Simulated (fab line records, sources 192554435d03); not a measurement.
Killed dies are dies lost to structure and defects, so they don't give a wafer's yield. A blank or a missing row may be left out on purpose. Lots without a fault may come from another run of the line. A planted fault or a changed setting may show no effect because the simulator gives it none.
Split-lot experiment | flow n5_finfet | 7 lots, 21 wafers read, on a route of 1938 steps

THE SPLIT
At N5_FIN_SAQP_PECVD_06 (deposits a-Si from SiH4/He, target thk 60 nm, time 48.1 s), the setting time_s was moved away from the recipe's 48.1 s on 6 of the 21 wafers read, by -9.8% to +14.9%. The other wafers ran this setting at the recipe's value.

FROM THE SPLIT TO THE READING: what the file shows between them, 4 steps
- N5_FIN_SAQP_THK_MEAS_07
- N5_FIN_SAQP_DEVELOP_15: develop time 30 s (also split here: develop_time_s)
- N5_FIN_SAQP_HM_OPEN_73: chemistry CHF3/O2, target SiO2, stops on a-Si, target depth 12 nm, time 16.8 s
- N5_FIN_SAQP_STRIP_74: strips in CHF3/O2

THE READING
oes_product_au, in a.u., at N5_FIN_SAQP_MANDREL_ETCH_22 (etches a-Si in HBr/Cl2, stops on SiNx, target depth 60 nm, bt time 10 s, time 30 s). Fault-free wafers of this fab line usually give 0.765 a.u., standard deviation 0.017 a.u..

wafer  | tool, chamber at the split | time_s as run, s | against the recipe | oes_product_au, a.u. | against lot-mates on the recipe
L080.1 | pecvd-02, 0                | 48.1             | recipe             | 0.746                | -
L080.2 | pecvd-02, 2                | 48.1             | recipe             | 0.734                | -
L080.6 | pecvd-02, 1                | 48.1             | recipe             | 0.778                | -
L081.2 | pecvd-04, 2                | 43.37            | -9.8%              | 0.735                | -0.036
L081.5 | pecvd-04, 2                | 48.1             | recipe             | 0.771                | -
L081.6 | pecvd-04, 1                | 43.37            | -9.8%              | 0.722                | -0.049
L083.1 | pecvd-02, 0                | 55.26            | +14.9%             | 0.860                | +0.082
L083.2 | pecvd-02, 2                | 48.1             | recipe             | 0.778                | -
L083.6 | pecvd-02, 1                | 55.26            | +14.9%             | 0.854                | +0.076
L087.2 | pecvd-01, 2                | 48.1             | recipe             | 0.773                | -
L087.5 | pecvd-01, 0                | 48.1             | recipe             | 0.755                | -
L087.6 | pecvd-01, 2                | 48.1             | recipe             | 0.780                | -
L089.1 | pecvd-04, 0                | 48.1             | recipe             | 0.782                | -
L089.3 | pecvd-04, 1                | 48.1             | recipe             | 0.752                | -
L089.4 | pecvd-04, 2                | 48.1             | recipe             | 0.773                | -
L092.1 | pecvd-02, 1                | 48.1             | recipe             | 0.736                | -
L092.3 | pecvd-02, 2                | 48.1             | recipe             | 0.748                | -
L092.5 | pecvd-02, 1                | 48.1             | recipe             | 0.745                | -
L096.1 | pecvd-02, 1                | 48.1             | recipe             | 0.737                | -
L096.3 | pecvd-02, 0                | 53.78            | +11.8%             | 0.831                | +0.094
L096.6 | pecvd-02, 1                | 53.78            | +11.8%             | 0.806                | +0.069

THE FIT
A straight line over all 21 wafers: oes_product_au changes by +0.00524 a.u. for each +1% of time_s; r = +0.89; the points scatter about the line by 0.018 a.u..
The same after taking each lot's own level away (the mean of its wafers on the recipe; 21 wafers): +0.0055 a.u. for each +1%; r = +0.95; scatter 0.013 a.u..
On that fit, the largest move of time_s shifts the reading by 0.082 a.u..
The lots' own levels span 0.7370 to 0.7780 a.u., that is 2.4 times the standard deviation above.
So the lot-to-lot level changes the slope little: the two slopes agree.
Check: with one of the wafers moved furthest among these (+14.9%) left out of the fit, the line predicts +0.085 a.u. for it against its lot-mates. It came out at +0.082 a.u. against them.

OTHER SPLITS ON THESE WAFERS
These wafers also went through other splits before the reading. Each is held against what the fit with the lots' levels taken away leaves over:
other split on the same wafers        | wafers away from the commonest value | r with oes_product_au (lot level and that fit taken away)
N5_WELL_APT_COAT_02 spin_rpm          | 9                                    | -0.24
N5_FIN_SAQP_DEVELOP_15 develop_time_s | 4                                    | +0.12

THE WHOLE CHAIN: every reading that the file lists as answering this split, in the file's order
step                        | what it does                                                                       | reading                                                                           | change (the file's fit)                  | r (the file's)
N5_FIN_SAQP_PECVD_06        | deposits a-Si from SiH4/He, target thk 60 nm, time 48.1 s                          | a-Si_of_FIN_SAQP_PECVD_06.thk_nm (the simulator's own value, which no gauge read) | +0.717 nm for each +1% of the setting    | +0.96
N5_FIN_SAQP_THK_MEAS_07     |                                                                                    | thk_nm                                                                            | withheld for each +1% of the setting     | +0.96
N5_FIN_SAQP_MANDREL_ETCH_22 | etches a-Si in HBr/Cl2, stops on SiNx, target depth 60 nm, bt time 10 s, time 30 s | oes_product_au                                                                    | +0.0056 a.u. for each +1% of the setting | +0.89
N5_FIN_SAQP_MANDREL_ETCH_22 | etches a-Si in HBr/Cl2, stops on SiNx, target depth 60 nm, bt time 10 s, time 30 s | etch.depth_nm (the simulator's own value, which no gauge read)                    | +0.717 nm for each +1% of the setting    | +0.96

THE FILE'S OWN FIT
oes_product_au changes by +0.0056 a.u. for each +1% of time_s, r = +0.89.
